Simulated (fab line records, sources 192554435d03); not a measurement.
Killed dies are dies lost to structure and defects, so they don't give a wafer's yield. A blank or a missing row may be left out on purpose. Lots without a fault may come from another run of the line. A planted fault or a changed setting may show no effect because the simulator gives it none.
Chamber matching | flow n5_finfet | N5_HKMG_FIN_STRIP_89 on rie_diel-06: 4 sister chambers
The step strips SOC in N2/H2, time 20 s. 18 wafers are shown with their chamber, then 9 later ones without.

WAFERS WITH THEIR CHAMBER
wafer  | chamber | drypump_motor_current_A (A) | throttle_valve_pct (%) | showerhead_plenum_p_Torr (Torr)
L075.1 | 1       | 4.9                         | 18.9                   | 3.29
L075.3 | 2       | 5.4                         | 19.6                   | 3.22
L075.5 | 1       | 4.9                         | 18.9                   | 3.29
L076.1 | 0       | 5.2                         | 19.3                   | 3.30
L076.2 | 2       | 5.4                         | 19.6                   | 3.22
L076.5 | 3       | 6.7                         | 19.2                   | 3.31
L081.1 | 3       | 6.7                         | 19.3                   | 3.30
L081.2 | 0       | 5.2                         | 19.3                   | 3.29
L081.3 | 2       | 5.4                         | 19.6                   | 3.21
L084.3 | 1       | 4.9                         | 18.9                   | 3.28
L084.5 | 1       | 4.8                         | 18.9                   | 3.27
L084.6 | 2       | 5.4                         | 19.6                   | 3.21
L086.1 | 0       | 5.2                         | 19.3                   | 3.28
L086.3 | 2       | 5.4                         | 19.6                   | 3.21
L086.4 | 0       | 5.2                         | 19.3                   | 3.28
L087.2 | 1       | 4.9                         | 18.9                   | 3.27
L087.3 | 0       | 5.2                         | 19.3                   | 3.28
L087.4 | 3       | 6.7                         | 18.9                   | 3.30

SIGNATURES (means of the wafers above)
reading                  | chamber 0 | chamber 1 | chamber 2 | chamber 3 | scatter within a chamber
drypump_motor_current_A  | 5.200     | 4.880     | 5.400     | 6.700     | 0.0239
throttle_valve_pct       | 19.300    | 18.900    | 19.600    | 19.133    | 0.0787
showerhead_plenum_p_Torr | 3.2860    | 3.2800    | 3.2140    | 3.3033    | 0.00805
Rule: a wafer's distance from a chamber is the root of the sum, over the readings, of the square of ((its reading less the chamber's mean) divided by the reading's scatter). The wafer belongs to the nearest chamber; if the next one is less than 2 further off, it can't be placed. The scatter: the root of (the sum of the squares of (reading less its chamber's mean) over the shown wafers, divided by (wafers less chambers)).

WAFERS WITHOUT THEIR CHAMBER
wafer  | drypump_motor_current_A (A) | throttle_valve_pct (%) | showerhead_plenum_p_Torr (Torr)
L088.2 | 5.2                         | 19.3                   | 3.28
L088.5 | 5.4                         | 19.6                   | 3.21
L088.6 | 6.7                         | 18.9                   | 3.29
L091.2 | 4.9                         | 19.0                   | 3.27
L091.4 | 6.7                         | 18.9                   | 3.29
L091.5 | 5.2                         | 19.3                   | 3.28
L096.2 | 6.7                         | 18.9                   | 3.28
L096.4 | 5.2                         | 19.3                   | 3.27
L096.6 | 5.2                         | 19.3                   | 3.27

WHICH CHAMBER EACH WENT THROUGH
wafer  | from the rows above | in truth
L088.2 | 0                   | 0
L088.5 | 2                   | 2
L088.6 | 3                   | 3
L091.2 | 1                   | 1
L091.4 | 3                   | 3
L091.5 | 0                   | 0
L096.2 | 3                   | 3
L096.4 | 0                   | 0
L096.6 | 0                   | 0
Placed correctly: 9 of 9. Can't be placed from these rows: 0. Placed wrongly: 0.
